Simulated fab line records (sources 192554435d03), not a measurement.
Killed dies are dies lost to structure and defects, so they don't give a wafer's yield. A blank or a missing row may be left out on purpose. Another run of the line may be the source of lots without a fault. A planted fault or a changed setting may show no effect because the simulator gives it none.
fab line records	flow n5_finfet
record: lots: 9	wafers: 26	last_day: 18
route steps=1938 shown FIN_SAQP@127 BEOL_M4@1111 PASSIVATION@1936
lots untouched by any fault: they come from a run of this same line in which no faults occurred
start_h: start of the lot's first displayed wafer, in hours after the record's first day	wait_h: time in hours since the lot's previous step	" unchanged from the row above	L1.1+2: a single row standing in for several wafers	- no value, or no start was given	* or withheld: withheld	< > ~ a bound
route shown NAME@n: NAME is a module with steps in the file, n the number in the route of the first one	usual: mean/standard deviation of fault-free wafers	same: alike in all rows	chamber/n: place in a boat	sites: each site's reading	_std_site: their standard deviation	_edge_site: outer sites' mean less inner sites'	radius_mm: how far each site lies from the wafer's centre	mask NAME#n: copy n	behind: the most recent tool/chamber to have shaped the wafer	hold: reason for holding the lot/hours on hold/outcome of the hold	device: names the non-switching transistor (n, p or np)	end of line: at the end of the route, the tests of the same wafers	a step with no rows: only its recipe	killed: count of dies lost to structure and defects at first sort (not the wafer's yield)	map: a wafer's dies, x killed, . not, _ none there
set.NAME: setting as actually run; set.NAME@STEP: the setting as run at that earlier step	model.NAME: the simulator's own value behind a step, which no gauge read
steps of the route over a sample of lots; a table a step, a row a wafer
services: a tool's chamber out of use, with start hour (start_h, from the record's first day; less than 0 if before it), hours out, and reason
== steps ==
step: N5_FIN_SAQP_MANDREL1_REMOVE_56
recipe: chemistry: HBr/Cl2/O2	bt_time_s: 10	target: a-Si	stop_on: SiNx	endpoint: OES-SiCl	over_etch_frac: 1	icp_w: 600	bias_w: 22	HBr_flow_sccm: 150	Cl2_flow_sccm: 80	O2_flow_sccm: 5	pressure_mtorr: 10
usual: drypump_motor_current_A: 5.7/0.62	mfc_cl2_sccm: 79.99/0.24	oes_product_au: 0.996/0.016	throttle_valve_pct: 36.72/0.18
lot.wafer	tool	chamber	start_h	wait_h	drypump_motor_current_A	mfc_cl2_sccm	oes_product_au	rf_hours_counter_h	throttle_valve_pct
L903.1	rie_si-05	1	23.66	0.1	5.2	80.29	0.999	166	36.44
L903.2	"	2	"	"	5.9	79.74	0.995	47	36.66
L903.6	"	3	"	"	5.3	80.40	0.981	-	36.46
L904.1	rie_si-03	2	33.03	0.1	5.3	80.00	0.981	82	36.49
L904.4	"	3	"	"	4.9	80.19	1.009	24	36.57
L904.5	"	3	"	"	4.9	80.30	1.012	-	36.56
L908.2	rie_si-01	3	53.89	0.1	6.3	79.76	0.997	77	36.85
L908.4	"	0	"	"	6.4	80.42	1.016	106	36.81
L908.5	"	2	"	"	6.0	79.80	0.987	-	36.90
L914.4	rie_si-01	0	92.97	0.1	6.4	79.89	1.019	106	36.81
L914.6	"	2	"	"	6.0	80.34	0.982	-	36.91
L917.2	rie_si-05	2	109.74	0.1	5.9	79.89	1.008	49	36.65
L917.3	"	3	"	"	5.2	80.21	0.993	51	36.48
L917.5	"	3	"	"	5.2	80.14	0.998	-	36.48
L921.2	rie_si-05	3	132.25	0.1	5.2	80.13	0.995	51	36.47
L921.3	"	1	"	"	5.2	80.00	1.008	168	36.42
L921.5	"	1	"	"	5.2	79.84	1.009	-	36.44
L923.2	rie_si-01	3	145.65	0.1	6.3	80.08	0.990	79	36.85
L923.3	"	0	"	"	6.4	79.54	1.022	108	36.83
L923.5	"	3	"	"	6.3	80.01	0.989	-	36.87
L925.3	rie_si-03	3	156.09	0.1	4.9	80.12	1.002	26	36.56
L925.4	"	1	"	"	6.3	80.06	0.982	66	36.64
L925.5	"	2	"	"	5.3	80.10	0.972	-	36.51
L926.1	rie_si-01	3	162.74	0.1	6.4	79.63	0.991	79	36.84
L926.2	"	2	"	"	6.0	80.17	0.985	116	36.91
L926.3	"	0	"	"	6.5	79.76	1.017	108	36.82
step: N5_FIN_SAQP_ETCH_65
recipe: chemistry: CF4	target: SiO2	target_depth_a: 40	ion_energy_ev: 350	time_s: 4.4	pressure_mtorr: 10	icp_w: 800	bias_w: 400	cf4_flow_sccm: 80
usual: drypump_motor_current_A: 5.6/0.53	oes_product_au: 0.997/0.014	throttle_valve_pct: 21.71/0.2
lot.wafer	tool	chamber	start_h	wait_h	drypump_motor_current_A	oes_product_au	rf_hours_counter_h	throttle_valve_pct
L903.1	rie_si-03	1	23.93	0.1	6.2	0.994	64	21.62
L903.2	"	2	"	"	5.3	0.984	82	21.70
L903.6	"	1	"	"	6.2	1.007	-	21.62
L904.1	rie_si-01	2	33.29	0.1	5.9	0.974	113	21.84
L904.4	"	0	"	"	6.4	1.020	105	21.91
L904.5	"	2	"	"	6.0	0.975	-	21.83
L908.2	rie_si-03	1	54.27	0.1	6.3	0.998	65	21.62
L908.4	"	2	"	"	5.3	0.985	82	21.69
L908.5	"	2	"	"	5.3	0.989	-	21.70
L914.4	rie_si-05	3	93.23	0.0	5.2	0.877	50	21.58
L914.6	"	2	"	"	5.9	0.888	-	21.57
L917.2	rie_si-01	2	110.01	0.1	6.0	0.991	115	21.87
L917.3	"	0	"	"	6.4	1.012	107	21.92
L917.5	"	0	"	"	6.4	1.010	-	21.91
L921.2	rie_si-01	0	132.51	0.1	6.5	1.015	107	21.92
L921.3	"	1	"	"	4.7	0.976	67	21.96
L921.5	"	2	"	"	6.0	0.984	-	21.84
L923.2	rie_si-03	3	146.00	0.1	4.9	0.998	26	21.73
L923.3	"	2	"	"	5.3	0.973	84	21.70
L923.5	"	0	"	"	5.3	1.005	-	22.01
L925.3	rie_si-03	3	156.36	0.1	4.9	1.003	26	21.73
L925.4	"	1	"	"	6.2	0.990	67	21.60
L925.5	"	1	"	"	6.2	0.999	-	21.61
L926.1	rie_si-03	0	163.01	0.1	5.3	1.019	5	22.00
L926.2	"	1	"	"	6.3	0.995	67	21.62
L926.3	"	3	"	"	4.9	1.002	26	21.74
step: N5_FIN_SAQP_ETCH_69
recipe: chemistry: N2/H2	target: SOC	target_depth_a: 1500	stop_on: SiNx	ion_energy_ev: 100	bias_w: 61	pressure_mtorr: 30	source_w: 850	n2_flow_sccm: 200	h2_flow_sccm: 200
usual: drypump_motor_current_A: 5.8/0.37	oes_product_au: 0.75/0.075	rf_vpp_V: 240.4/1.2	showerhead_plenum_p_Torr: 2.51/0.063	throttle_valve_pct: 17.90/0.23
lot.wafer	tool	chamber	start_h	wait_h	drypump_motor_current_A	oes_product_au	rf_hours_counter_h	rf_vpp_V	showerhead_plenum_p_Torr	throttle_valve_pct
L903.1	rie_diel-06	2	24.49	-	5.9	0.70	215	239.6	2.51	17.59
L903.2	"	0	"	"	5.8	0.68	224	239.7	2.51	18.06
L903.6	"	1	"	"	6.0	0.79	-	240.8	2.57	18.10
L904.1	rie_diel-06	0	33.86	-	5.8	0.68	229	240.6	2.51	18.07
L904.4	"	3	"	"	6.2	0.79	119	239.0	2.46	17.79
L904.5	"	1	"	"	6.0	0.78	-	242.7	2.57	18.10
L908.2	rie_diel-06	2	54.84	-	5.9	0.70	225	240.6	2.50	17.63
L908.4	"	3	"	"	6.2	0.78	125	240.4	2.45	17.82
L908.5	"	0	"	"	5.8	0.67	-	240.1	2.50	18.07
L914.4	rie_diel-05	3	93.79	-	5.7	0.73	187	238.8	2.52	17.82
L914.6	"	1	"	"	5.1	0.67	-	240.2	2.51	18.05
L917.2	rie_diel-02	0	110.68	-	5.9	0.71	188	239.4	2.42	18.00
L917.3	"	2	"	"	6.1	0.76	158	241.8	2.65	18.19
L917.5	"	3	"	"	6.1	0.72	-	240.2	2.43	18.30
L921.2	rie_diel-02	0	133.07	-	5.9	0.70	196	238.8	2.41	18.01
L921.3	"	3	"	"	6.1	0.72	182	238.4	2.43	18.30
L921.5	"	0	"	"	5.9	0.71	-	239.7	2.41	18.00
L923.2	rie_diel-02	3	146.57	-	6.1	0.72	184	239.8	2.43	18.30
L923.3	"	2	"	"	6.2	0.75	171	242.7	2.64	18.22
L923.5	"	1	"	"	5.0	0.72	-	238.4	2.43	17.82
L925.3	rie_diel-05	0	156.92	-	5.6	0.84	56	240.6	2.48	17.65
L925.4	"	0	"	"	5.6	0.84	-	239.9	2.48	17.66
L925.5	"	1	"	"	5.1	0.95	-	239.2	2.51	17.65
L926.1	rie_diel-06	1	163.63	-	6.0	0.74	163	239.6	2.55	18.18
L926.2	"	2	"	"	5.9	0.97	6	239.9	2.49	17.26
L926.3	"	0	"	"	5.8	0.94	14	240.0	2.49	17.65
step: N5_FIN_SAQP_STRIP_70
recipe: chemistry: N2/H2	power_w: 500	temp_c: 40	pressure_mtorr: 50	rf_frequency_hz: 6e+07	overash_fraction: 0.3	bias_power_w: 28	h2_frac: 0.5	n2_flow_sccm: 300	h2_flow_sccm: 300
usual: bias_power_w: 28.02/0.083	drypump_motor_current_A: 5.8/0.36	oes_product_au: 0.76/0.078	rf_vpp_V: 121.6/0.91	showerhead_plenum_p_Torr: 3.32/0.08	throttle_valve_pct: 19.0/0.32
same: overash_fraction: 0.3
lot.wafer	tool	chamber	start_h	wait_h	bias_power_w	drypump_motor_current_A	oes_product_au	rf_hours_counter_h	rf_vpp_V	showerhead_plenum_p_Torr	throttle_valve_pct
L903.1	rie_diel-06	2	24.59	0.0	28.15	5.9	0.72	215	120.6	3.31	18.5
L903.2	"	0	"	"	27.98	5.8	0.70	224	121.4	3.32	19.1
L903.6	"	1	"	"	28.00	6.0	0.80	-	122.3	3.39	19.6
L904.1	rie_diel-06	0	33.96	0.0	27.98	5.8	0.69	229	120.4	3.31	19.1
L904.4	"	3	"	"	28.16	6.2	0.80	119	121.9	3.25	18.8
L904.5	"	1	"	"	28.10	6.0	0.79	-	121.3	3.39	19.6
L908.2	rie_diel-06	2	54.94	0.0	27.89	5.9	0.70	225	120.4	3.31	18.6
L908.4	"	3	"	"	27.98	6.2	0.79	125	121.7	3.25	18.8
L908.5	"	0	"	"	27.97	5.8	0.68	-	121.2	3.31	19.1
L914.4	rie_diel-05	3	93.89	0.0	28.05	5.7	0.74	187	121.1	3.33	19.0
L914.6	"	1	"	"	27.97	5.1	0.69	-	122.0	3.32	19.3
L917.2	rie_diel-02	0	110.78	0.0	28.19	5.9	0.73	188	121.4	3.20	19.2
L917.3	"	2	"	"	28.14	6.2	0.77	158	122.8	3.49	19.2
L917.5	"	3	"	"	28.04	6.1	0.73	-	121.2	3.22	19.3
L921.2	rie_diel-02	0	133.17	0.0	28.00	5.9	0.72	196	121.7	3.19	19.2
L921.3	"	3	"	"	28.10	6.1	0.72	182	121.5	3.22	19.3
L921.5	"	0	"	"	28.06	5.9	0.72	-	121.3	3.19	19.2
L923.2	rie_diel-02	3	146.67	0.0	28.05	6.1	0.73	184	120.9	3.22	19.3
L923.3	"	2	"	"	27.79	6.2	0.76	171	122.8	3.48	19.2
L923.5	"	1	"	"	27.86	5.0	0.73	-	121.7	3.22	18.9
L925.3	rie_diel-05	0	157.02	0.0	27.94	5.7	0.86	56	121.1	3.28	18.6
L925.4	"	0	"	"	28.04	5.7	0.86	-	122.5	3.28	18.6
L925.5	"	1	"	"	28.08	5.1	0.97	-	120.4	3.31	18.9
L926.1	rie_diel-06	1	163.73	0.0	28.05	6.0	0.75	163	121.2	3.37	19.6
L926.2	"	2	"	"	28.03	5.9	0.97	7	120.3	3.29	18.2
L926.3	"	0	"	"	28.05	5.8	0.94	14	120.8	3.29	18.7
step: N5_BEOL_M4_RC_MEAS_101
usual: DIBL_N: 36.4/1.3	DIBL_P: 36.5/1.7	IOFF_N: 0.154/0.022	IOFF_P: 0.202/0.025	ION_N: 671/9.8	ION_P: 460/6.8	SS_N: 71.6/0.54	SS_P: 73.4/0.58	VT_N: 250.9/2.8	VT_P: -251.4/2.7
lot.wafer	tool	chamber	start_h	wait_h	DIBL_N[mV/V]	DIBL_P[mV/V]	IOFF_N[nA/um]	IOFF_P[nA/um]	ION_N[uA/um]	ION_P[uA/um]	SS_N[mV/dec]	SS_P[mV/dec]	VT_N[mV]	VT_P[mV]
L903.1	prober-01	0	167.88	0.0	39.0	37.2	0.176	0.213	686	469	73.3	74.2	247.0	-251.2
L903.2	"	0	"	"	39.4	37.7	0.183	0.222	683	461	72.5	74.1	247.6	-249.5
L903.6	"	0	"	"	40.5	39.9	0.224	0.259	697	477	72.8	74.2	244.5	-250.8
L904.1	prober-02	0	172.44	0.0	37.2	35.9	0.159	0.181	682	449	73.0	73.1	252.0	-252.2
L904.4	"	0	"	"	34.8	33.7	0.124	0.161	668	458	71.3	73.1	255.4	-252.7
L904.5	"	0	"	"	37.4	36.4	0.168	0.194	674	452	72.1	72.9	250.2	-252.2
L908.2	prober-02	0	194.46	0.2	36.6	37.2	0.147	0.204	679	463	72.0	73.4	249.0	-249.7
L908.4	"	0	"	"	36.0	36.3	0.145	0.201	694	469	71.6	72.9	250.9	-250.8
L908.5	"	0	"	"	35.3	35.5	0.134	0.183	665	460	71.7	73.3	251.9	-252.3
L914.4	prober-02	0	228.78	0.5	37.1	37.8	0.162	0.208	674	457	71.9	73.6	248.3	-252.8
L914.6	"	0	"	"	36.3	37.2	0.152	0.200	668	459	71.6	73.6	250.8	-250.2
L917.2	prober-02	0	261.57	0.2	35.3	35.9	0.150	0.196	689	471	71.5	73.8	247.1	-252.5
L917.3	"	0	"	"	36.9	37.8	0.181	0.220	689	467	72.5	73.8	248.2	-249.6
L917.5	"	0	"	"	35.7	35.5	0.150	0.189	674	462	71.9	73.2	249.2	-251.8
L921.2	prober-02	0	270.59	0.2	38.0	37.3	0.181	0.232	661	451	72.6	73.1	249.9	-248.6
L921.3	"	0	"	"	37.6	37.1	0.163	0.225	672	461	72.0	73.5	252.3	-251.1
L921.5	"	0	"	"	37.0	36.4	0.157	0.221	671	463	71.7	73.4	250.5	-250.3
L923.2	prober-01	0	295.86	0.2	37.1	35.6	0.163	0.198	661	449	71.9	73.7	250.8	-252.9
L923.3	"	0	"	"	37.6	37.3	0.188	0.241	676	463	71.9	74.4	244.2	-245.9
L923.5	"	0	"	"	37.2	37.7	0.193	0.248	687	469	71.4	73.6	246.1	-245.7
L926.1	prober-01	0	305.59	0.0	36.1	37.4	0.157	0.192	677	453	71.5	73.3	247.4	-252.0
L926.2	"	0	"	"	37.4	38.9	0.189	0.220	685	465	71.6	74.2	245.6	-250.3
L926.3	"	0	"	"	37.3	38.9	0.187	0.211	669	455	71.8	73.7	248.7	-251.6
L925.3	prober-01	0	310.98	0.3	34.7	34.7	0.130	0.191	662	459	71.6	72.5	253.3	-251.2
L925.4	"	0	"	"	35.0	35.3	0.134	0.199	679	466	70.6	72.7	251.0	-248.1
L925.5	"	0	"	"	35.2	36.0	0.145	0.215	672	464	71.2	72.4	250.8	-249.1
step: N5_PASSIVATION_PROBE_49
usual: defect_limited_yield: 91.1/1.3	killed_at_M0_to_M3: 34/10	killed_at_M4_up: 14/5.7	killed_at_contacts: 12/5.9	killed_at_front_end: 41/12	killed_at_other: 4/3.1	killed_dies: 105/15	killed_open: 69/11	killed_short: 35/7.8	sort_bin_5_function: 5.3/0.81	sort_bin_6_memory: 3.3/0.75	sort_n_pass: 1075/15	sort_yield_pct: 91.1/1.3
same: gross_dies: 1180	killed_at_back_side: 0	sort_bin_4_leakage[%]: 0	sort_bin_8_speed[%]: 0
lot.wafer	tool	chamber	start_h	wait_h	defect_limited_yield[%]	killed_at_M0_to_M3	killed_at_M4_up	killed_at_contacts	killed_at_front_end	killed_at_other	killed_dies	killed_open	killed_short	sort_bin_5_function[%]	sort_bin_6_memory[%]	sort_n_pass	sort_yield_pct[%]
L921.2	prober-01	-	374.51	0.1	87.9	51	13	3	74	2	143	77	63	6.9	4.7	1037	87.9
L921.3	prober-01	-	374.56	0.1	90.8	50	8	3	42	6	109	67	40	5.8	3.0	1071	90.8
L921.5	prober-01	-	374.66	0.2	89.4	54	12	5	52	2	125	78	46	6.6	3.3	1055	89.4
killed by level:class
L921.2 FIN_SAQP:geometric_particle:short=30 FIN_SAQP:geometric_particle:open=19 BEOL_M0_SAQP:geometric_particle:short=14 BEOL_M0_SAQP:geometric_particle:open=10 STI_FIN_REVEAL:geometric_particle:open=8 BEOL_M3:geometric_particle:open=8 BEOL_M1:geometric_particle:open=7 BEOL_M4:geometric_particle:open=5
L921.3 BEOL_M3:geometric_particle:open=15 BEOL_M0_SAQP:geometric_particle:short=13 FIN_SAQP:geometric_particle:open=9 FIN_SAQP:geometric_particle:short=8 BEOL_M0_SAQP:geometric_particle:open=7 STI_FIN_REVEAL:geometric_particle:open=6 GATE_CUT:geometric_particle:short=6 BEOL_M2:geometric_particle:open=5
L921.5 FIN_SAQP:geometric_particle:short=16 BEOL_M0_SAQP:geometric_particle:open=15 FIN_SAQP:geometric_particle:open=14 BEOL_M3:geometric_particle:open=14 BEOL_M0_SAQP:geometric_particle:short=9 BEOL_M1:geometric_particle:open=6 BEOL_M2:geometric_particle:open=6 STI_FIN_REVEAL:geometric_particle:open=5
== services ==
tool	chamber	start_h	hours	kind
rie_diel-02	0	1.37	6.3	repair
rie_diel-02	-	35.44	0.6	repair
rie_diel-02	0	38.20	4.3	repair
rie_diel-05	0	40.26	8.8	repair
rie_si-03	-	43.37	0.7	repair
rie_si-01	0	43.95	3.1	repair
rie_si-05	3	63.13	4.8	repair
rie_diel-05	0	67.15	3.7	repair
rie_si-05	-	76.48	2.8	pm
rie_diel-02	2	90.82	4.3	repair
rie_diel-06	0	102.20	-	clean
rie_diel-06	0	102.20	-	consumable_replace:focus_ring
rie_diel-06	0	102.20	26.8	scheduled_down
rie_diel-06	0	102.20	26.8	vent_cycle
rie_diel-05	3	117.14	1.4	repair
rie_si-03	-	126.64	14.6	pm
rie_diel-06	2	129.03	-	clean
rie_diel-06	2	129.03	-	consumable_replace:focus_ring
rie_diel-06	2	129.03	18.5	scheduled_down
rie_si-05	0	130.86	1.6	repair
rie_si-05	0	136.57	3.3	repair
rie_si-05	1	145.13	2.4	repair
rie_si-05	-	155.10	5.2	repair
rie_diel-05	0	158.30	8.1	repair
== key ==
first_sign: step: N5_FIN_SAQP_ETCH_65	reading: oes_product_au	direction: down	sigmas: 8.2	usual: 0.997	struck: 0.882
effect none on later readings
met_at N5_FIN_SAQP_ETCH_65
struck_lots L914
struck_wafers L914.4,L914.6
not_acting_at N5_FIN_SAQP_MANDREL1_REMOVE_56,N5_FIN_SAQP_ETCH_69,N5_FIN_SAQP_STRIP_70
fault: kind: process_parameter_drift	tool: rie_si-05	chamber: -	onset_h: 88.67	steps: N5_FIN_SAQP_ETCH_65	channel: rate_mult	offset: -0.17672	shape: step	end_h: 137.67	scope: struck_wafers_only
